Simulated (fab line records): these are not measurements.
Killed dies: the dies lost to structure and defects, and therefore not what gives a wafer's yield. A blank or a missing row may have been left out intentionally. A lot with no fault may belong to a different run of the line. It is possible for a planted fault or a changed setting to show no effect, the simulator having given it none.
A struck lot beside a sound one :: flow n5_finfet :: 24 out of 1938 route steps
Sound: wafers L151.2, L151.4, L151.6. Wafers struck: L150.1, L150.4, L150.5. The cause is given at the end.
Order at every step that has rows: each side's tool, ch and its chambers, its first start. Under that, the readings that differ: sound wafers :: struck wafers :: difference of the means :: sigmas: that difference in standard deviations of wafers without a fault.
alike: same words and numbers on both sides, and readings whose means sit less than 2 such deviations apart. not compared: any withheld reading, any reading some wafer has no value for, any bound like >300 that may hide the same value, and any number with overlapping values for which the record gives no deviation.
Wherever a step has rows on one side only, a row that says differs or no value, or a row with sigmas, the two part there. Numbers that have no deviation but don't overlap get no sigmas and don't part them. A reading missing from all wafers of one side parts the sides only when that side holds two or more wafers.

first, 11 steps without rows for these wafers: N5_BEOL_M14_VIA_ETCH_16 (etches SiO2 in C4F8/O2/Ar, target depth 1231.3 nm); N5_BEOL_M14_STRIP_63 (strips in O2); N5_BEOL_M14_STRIP_64 (strips in O2); N5_BEOL_M14_STRIP_71 (strips in post etch residue remover, time 60 s); N5_BEOL_M14_SRD_72 (time 30 s, dry time 30 s); N5_BEOL_M14_COAT_65 (time 60 s, resist thk 450 nm); N5_BEOL_M14_COAT_66 (time 60 s, resist thk 110 nm); N5_BEOL_M14_COAT_22 (resist thk 300 nm); N5_BEOL_M14_EBR_24; N5_BEOL_M14_SOFTBAKE_23 (time 60 s); N5_BEOL_M14_EXPOSE_25 (exposes mask M14, target cd 280 nm).
N5_BEOL_M14_PEB_26: peb time 90 s.
  sound on litho_track-05 ch 0, day 17 23:08; struck on litho_track-01 ch 0, day 17 04:29
reading: heater_power_total_W (W)
sound: 171.1 172.1 172.8
struck: 171.3 170.1 168.5
difference: -2.0
sigmas: -3

reading: plate_temp_C (C)
sound: 129.78 129.73 130.10
struck: 128.69 128.55 128.67
difference: -1.23
sigmas: -7
  alike: chill_plate_temp_C
then, 2 steps without rows for these wafers: N5_BEOL_M14_DEVELOP_27 (develop time 45 s); N5_BEOL_M14_HARDBAKE_32 (time 120 s).
N5_BEOL_M14_CD_MEAS_28: the cd target is 284.4 nm.
  sound on cd_sem-02 ch 0, day 17 23:15; struck on cd_sem-02 ch 0, day 17 04:36
reading: cd_nm (nm)
sound: 285.5 285.5 284.7
struck: 278.9 279.0 278.8
difference: -6.3
sigmas: -4
N5_BEOL_M14_DESCUM_33: chemistry O2, time 7.9 s.
  sound on rie_diel-04 ch 0,2,3, day 17 23:34; struck on rie_diel-03 ch 1,3, day 17 04:55
reading: model.BEOL_M14.cd_nm (nm)
sound: 285 285.4 285
struck: 278.8 278.6 279.2
difference: -6.3
sigmas: 
  alike: drypump_motor_current_A, oes_product_au, rf_vpp_V, showerhead_plenum_p_Torr, throttle_valve_pct
  not compared: rf_hours_counter_h
then, 6 steps without rows for these wafers: N5_BEOL_M14_ETCH_67 (etches SiARC in CF4, target depth 143 nm, time 238.3 s); N5_BEOL_M14_ETCH_68 (etches SOC in N2/H2, time 450 s); N5_BEOL_M14_STRIP_69 (strips in N2/H2); N5_BEOL_M14_TRENCH_ETCH_34 (etches SiO2 in C4F8/O2/Ar, target depth 556.65 nm, time 126.9 s); N5_BEOL_M14_STRIP_70 (strips in C4F8/O2/Ar); N5_BEOL_M14_STRIP_37 (strips in O2).
N5_BEOL_M14_ETCH_38: etches SiCN in CF4/N2, target depth 106.5 nm, time 120.6 s.
  sound: rie_diel-06 ch 1,2; struck: rie_diel-04 ch 0,3
reading: model.BEOL_M14.cd_nm (nm)
sound: 278 280.8 282
struck: 277 272.4 276
difference: -5
sigmas: 
  alike: drypump_motor_current_A, oes_product_au, rf_vpp_V, showerhead_plenum_p_Torr, throttle_valve_pct
  not compared: rf_hours_counter_h
then, 1 step without rows for these wafers: N5_BEOL_M14_PRECLEAN_39 (cleans in residue remover, time 60 s).

== WHERE THEY PART ==
Earliest at N5_BEOL_M14_PEB_26; latest, in this record, at N5_BEOL_M14_CD_MEAS_28. Later steps at which nothing parts them and some readings are alike: N5_BEOL_M14_DESCUM_33, N5_BEOL_M14_ETCH_38.

WHY: the cause the simulator had injected
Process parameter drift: litho_track-01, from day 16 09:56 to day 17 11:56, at N5_BEOL_M14_PEB_26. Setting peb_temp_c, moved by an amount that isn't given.
